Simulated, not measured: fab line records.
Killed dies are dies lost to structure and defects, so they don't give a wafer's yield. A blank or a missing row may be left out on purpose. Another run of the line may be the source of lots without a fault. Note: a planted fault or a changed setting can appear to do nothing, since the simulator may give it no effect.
2 desks, one fault || flow nandHarc || each desk has only its own numbers; what lay behind them comes last

== AT THE METROLOGY DESK ==
Lot by lot, what the gauges showed, no matter which tool ran the lot: averages of those sampled wafers that carry a number. A lot is out of limits, marked OUT, if its mean lies more than 4 standard deviations from the usual mean; the brackets give that distance.
Columns: A = cdNm at NHARC_THIN_TSV_CD_MEAS_33, usual 5000.1 nm
{"lot": "L739", "first seen here": "day 23 22:23", "A": 5000.0}
{"lot": "L740", "first seen here": "day 23 23:27", "A": 5001.1}
{"lot": "L741", "first seen here": "day 24 15:40", "A": 4999.5}
{"lot": "L742", "first seen here": "day 25 03:02", "A": 4999.7}
{"lot": "L745", "first seen here": "day 25 17:39", "A": 4999.3}
{"lot": "L744", "first seen here": "day 25 18:43", "A": 4997.2}
{"lot": "L747", "first seen here": "day 27 16:30", "A": 5000.5}
{"lot": "L750", "first seen here": "day 28 01:34", "A": 5003.2}
{"lot": "L749", "first seen here": "day 28 02:46", "A": 5000.7}
{"lot": "L751", "first seen here": "day 28 21:22", "A": 4998.7}
{"lot": "L752", "first seen here": "day 28 22:37", "A": 5000.0}
{"lot": "L755", "first seen here": "day 31 03:22", "A": 4999.5}
{"lot": "L757", "first seen here": "day 31 22:50", "A": 4999.9}
This desk found nothing out of limits on any of the 13 lots.

== TOOL OWNER'S DESK, pecvd-02 ==
The tool's own readings at NHARC_THIN_TSV_DEP_43 (deposits SiO2, target thk 1328.5 nm): means of the sampled wafers that have a number, for each lot that ran on this tool. A lot is out of limits, marked OUT, if its mean lies more than 4 standard deviations from the usual mean; the brackets give that distance.
Columns: A = chamberPressureTorr at NHARC_THIN_TSV_DEP_43, usual 6.502 Torr; B = throttleValvePct at NHARC_THIN_TSV_DEP_43, usual 15.8 %
{"lot": "L745", "first seen here": "day 25 11:00", "A": 6.512, "B": 16.4}
{"lot": "L747", "first seen here": "day 27 09:50", "A": 6.495, "B": 16.3}
{"lot": "L750", "first seen here": "day 27 18:42", "A": 6.505, "B": 15.8}
{"lot": "L749", "first seen here": "day 27 19:55", "A": 6.507, "B": 16.2}
{"lot": "L757", "first seen here": "day 31 16:11", "A": 6.497, "B": 16.3}
This desk found nothing out of limits on any of the 5 lots.

== ALL TOGETHER ==
Nothing out of limits was seen by the metrology desk.
The tool owner's desk saw nothing out of limits.

== WHAT THE SIMULATOR HAD PUT IN ==
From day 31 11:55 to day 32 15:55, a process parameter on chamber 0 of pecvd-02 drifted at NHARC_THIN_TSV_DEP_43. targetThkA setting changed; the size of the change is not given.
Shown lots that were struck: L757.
